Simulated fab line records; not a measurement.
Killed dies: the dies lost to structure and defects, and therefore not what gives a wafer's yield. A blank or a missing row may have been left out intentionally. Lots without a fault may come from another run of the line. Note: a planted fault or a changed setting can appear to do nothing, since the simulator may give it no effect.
Matching of chambers + flow n5 finfet + uv cure-03 running N5_BEOL_M8_CURE_75: 3 sister chambers
The step cures SiCOH lowk, time 120 s. 3 wafers are shown with their chamber, then 8 later ones without.

WAFERS WITH THEIR CHAMBER
| wafer  | chamber | wafer_temp_C_max |
|--------|---------|------------------|
| L079.6 | 1       | 371.4            |
| L083.5 | 2       | 371.4            |
| L085.1 | 0       | 371.2            |

WAFERS WHOSE CHAMBER IS MISSING
| wafer  | wafer_temp_C_max |
|--------|------------------|
| L085.4 | 372.0            |
| L085.5 | 371.6            |
| L087.1 | 371.0            |
| L087.5 | 371.0            |
| L087.6 | 371.3            |
| L094.1 | 371.7            |
| L094.2 | 371.4            |
| L094.3 | 371.1            |

WHICH CHAMBER EACH WENT THROUGH
| wafer  | from the rows above          | in truth |
|--------|------------------------------|----------|
| L085.4 | can't be placed: 1 or 2 or 0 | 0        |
| L085.5 | can't be placed: 1 or 2 or 0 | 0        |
| L087.1 | can't be placed: 0 or 1 or 2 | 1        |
| L087.5 | can't be placed: 0 or 1 or 2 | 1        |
| L087.6 | can't be placed: 1 or 2 or 0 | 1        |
| L094.1 | can't be placed: 1 or 2 or 0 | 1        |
| L094.2 | can't be placed: 1 or 2 or 0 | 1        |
| L094.3 | can't be placed: 0 or 1 or 2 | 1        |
Placed correctly: 0 of 8. Not placeable from these rows: 8 (in 8, the candidates include the true chamber). Wrongly placed: 0.
How it was worked out, from the rows above alone: a wafer's distance from a chamber is the root of the sum, over the readings, of the square of ((its reading less the chamber's mean) divided by the reading's scatter). If the next closest chamber is less than 2 further off than the closest, the wafer can't be placed; otherwise it belongs to the closest. For every chamber, the mean is computed from those of its wafers that are shown. The scatter: with one shown wafer a chamber, the root of the mean of the squares of how far each hidden wafer lies from its nearest shown one.
